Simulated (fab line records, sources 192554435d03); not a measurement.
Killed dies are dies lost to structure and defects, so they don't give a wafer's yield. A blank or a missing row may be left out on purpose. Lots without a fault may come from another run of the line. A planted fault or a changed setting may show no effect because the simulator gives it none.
Split-lot experiment | flow n5_finfet | 7 lots, 21 wafers read, on a route of 1938 steps

THE SPLIT
At N5_ZERO_LAYER_ETCH_18 (etches Si in HBr/Cl2, target depth 120 nm, time 40 s), the setting icp_w was moved away from the recipe's 800 W on 7 of the 21 wafers read, by -14.6% to -6.0%. The other wafers ran this setting at the recipe's value.

The reading is taken at the split's own step.

THE READING
etch.depth_nm (the simulator's own value, which no gauge read), in nm, at N5_ZERO_LAYER_ETCH_18 (etches Si in HBr/Cl2, target depth 120 nm, time 40 s). The file gives no usual value for it. The 14 wafers here that ran the recipe average 119.3 nm, standard deviation 1.8 nm.

wafer  | tool, chamber at the split | icp_w as run, W | against the recipe | etch.depth_nm, nm | against lot-mates on the recipe
L074.3 | rie_si-03, 0               | 800             | recipe             | 119               | -
L074.4 | rie_si-03, 1               | 715.4           | -10.6%             | 112.9             | -6.1
L074.5 | rie_si-03, 1               | 800             | recipe             | 119.1             | -
L080.1 | rie_si-04, 0               | 752.1           | -6.0%              | 115.7             | -2.2
L080.2 | rie_si-04, 3               | 800             | recipe             | 117.9             | -
L080.3 | rie_si-04, 1               | 752.1           | -6.0%              | 116.5             | -1.4
L083.1 | rie_si-04, 0               | 800             | recipe             | 118.3             | -
L083.4 | rie_si-04, 3               | 800             | recipe             | 117.2             | -
L083.6 | rie_si-04, 0               | 800             | recipe             | 117.5             | -
L087.2 | rie_si-04, 0               | 800             | recipe             | 118.7             | -
L087.4 | rie_si-04, 2               | 800             | recipe             | 119.9             | -
L087.6 | rie_si-04, 3               | 800             | recipe             | 118.1             | -
L090.3 | rie_si-01, 0               | 800             | recipe             | 123.1             | -
L090.4 | rie_si-01, 2               | 800             | recipe             | 121.9             | -
L090.6 | rie_si-01, 2               | 800             | recipe             | 122               | -
L091.1 | rie_si-04, 0               | 800             | recipe             | 117.9             | -
L091.5 | rie_si-04, 0               | 682.9           | -14.6%             | 110.3             | -7.6
L091.6 | rie_si-04, 3               | 682.9           | -14.6%             | 109               | -8.9
L094.1 | rie_si-03, 0               | 800             | recipe             | 119.1             | -
L094.3 | rie_si-03, 2               | 737.1           | -7.9%              | 117.1             | -2.0
L094.4 | rie_si-03, 1               | 737.1           | -7.9%              | 114.8             | -4.3

THE FIT
A straight line over all 21 wafers: etch.depth_nm changes by +0.607 nm for each +1% of icp_w; r = +0.89; the points scatter about the line by 1.7 nm.
The same after taking each lot's own level away (the mean of its wafers on the recipe; 21 wafers): +0.527 nm for each +1%; r = +0.96; scatter 0.83 nm.
On that fit, the largest move of icp_w shifts the reading by 7.7 nm.
The lots' own levels span 117.67 to 122.33 nm, that is 2.7 times the standard deviation above.
So the lot-to-lot level changes the slope: the two fits differ.
Check: with one of the wafers moved furthest among these (-14.6%) left out of the fit, the line predicts -7.55 nm for it against its lot-mates. It came out at -7.6 nm against them.

OTHER SPLITS ON THESE WAFERS
These wafers also went through other splits before the reading. Each is held against what the fit with the lots' levels taken away leaves over:
other split on the same wafers | wafers away from the commonest value | r with etch.depth_nm (lot level and that fit taken away)
N5_ZERO_LAYER_PECVD_02 time_s  | 9                                    | -0.06

THE WHOLE CHAIN: every reading that the file lists as answering this split, in the file's order
step                  | what it does                                         | reading                                                                      | change (the file's fit)               | r (the file's)
N5_ZERO_LAYER_ETCH_18 | etches Si in HBr/Cl2, target depth 120 nm, time 40 s | ZERO_LAYER.feature_depth_nm (the simulator's own value, which no gauge read) | +0.522 nm for each +1% of the setting | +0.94
N5_ZERO_LAYER_ETCH_18 | etches Si in HBr/Cl2, target depth 120 nm, time 40 s | etch.depth_nm (the simulator's own value, which no gauge read)               | +0.522 nm for each +1% of the setting | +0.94

THE FILE'S OWN FIT
etch.depth_nm changes by +0.522 nm for each +1% of icp_w, r = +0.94.
